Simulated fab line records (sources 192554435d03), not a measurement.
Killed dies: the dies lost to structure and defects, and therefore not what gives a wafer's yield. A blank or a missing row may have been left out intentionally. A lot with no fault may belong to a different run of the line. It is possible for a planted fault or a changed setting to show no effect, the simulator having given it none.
Matching of chambers | flow n5 finfet | N5_BEOL_M11_CURE_71 on uv cure-03 has 3 sister chambers
The step cures SiCOH lowk, time 240 s. 6 wafers are shown with their chamber, then 8 later ones without.

## WAFERS PAIRED WITH THEIR CHAMBERS
wafer  | chamber | wafer_temp_C_max | lamp power pct (%)
L078.6 | 1       | 386.7            | 52.30
L084.3 | 2       | 386.8            | 52.27
L084.5 | 2       | 386.6            | 52.33
L092.4 | 0       | 387.2            | 52.36
L092.5 | 0       | 386.7            | 52.27
L091.2 | 1       | 386.5            | 52.37

## WAFERS WHOSE CHAMBER IS MISSING
wafer  | wafer_temp_C_max | lamp power pct (%)
L091.4 | 386.9            | 52.29
L091.6 | 386.8            | 52.33
L094.3 | 386.3            | 52.25
L094.4 | 386.4            | 52.28
L094.6 | 386.7            | 52.35
L093.2 | 386.7            | 52.25
L093.3 | 386.7            | 52.26
L093.4 | 386.7            | 52.37

## CHAMBER TAKEN BY EACH
wafer  | from the rows above          | in truth
L091.4 | can't be placed: 0 or 2 or 1 | 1
L091.6 | can't be placed: 0 or 2 or 1 | 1
L094.3 | can't be placed: 2 or 1 or 0 | 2
L094.4 | can't be placed: 2 or 1 or 0 | 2
L094.6 | can't be placed: 1 or 2 or 0 | 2
L093.2 | can't be placed: 2 or 0 or 1 | 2
L093.3 | can't be placed: 2 or 1 or 0 | 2
L093.4 | can't be placed: 1 or 2 or 0 | 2
Correct placement for 0 of the 8. Can't be placed from these rows: 8 (the true chamber is among the candidates in 8). Wrongly placed: 0.
How it was worked out, from the rows above alone: a wafer's distance from a chamber is the root of the sum, over the readings, of the square of ((its reading less the chamber's mean) divided by the reading's scatter). If the next closest chamber is less than 2 further off than the closest, the wafer can't be placed; otherwise it belongs to the closest. For every chamber, the mean is computed from those of its wafers that are shown. The scatter: take each reading less its chamber's mean, square it, sum over the shown wafers, divide by the number of wafers less the number of chambers, and take the root.
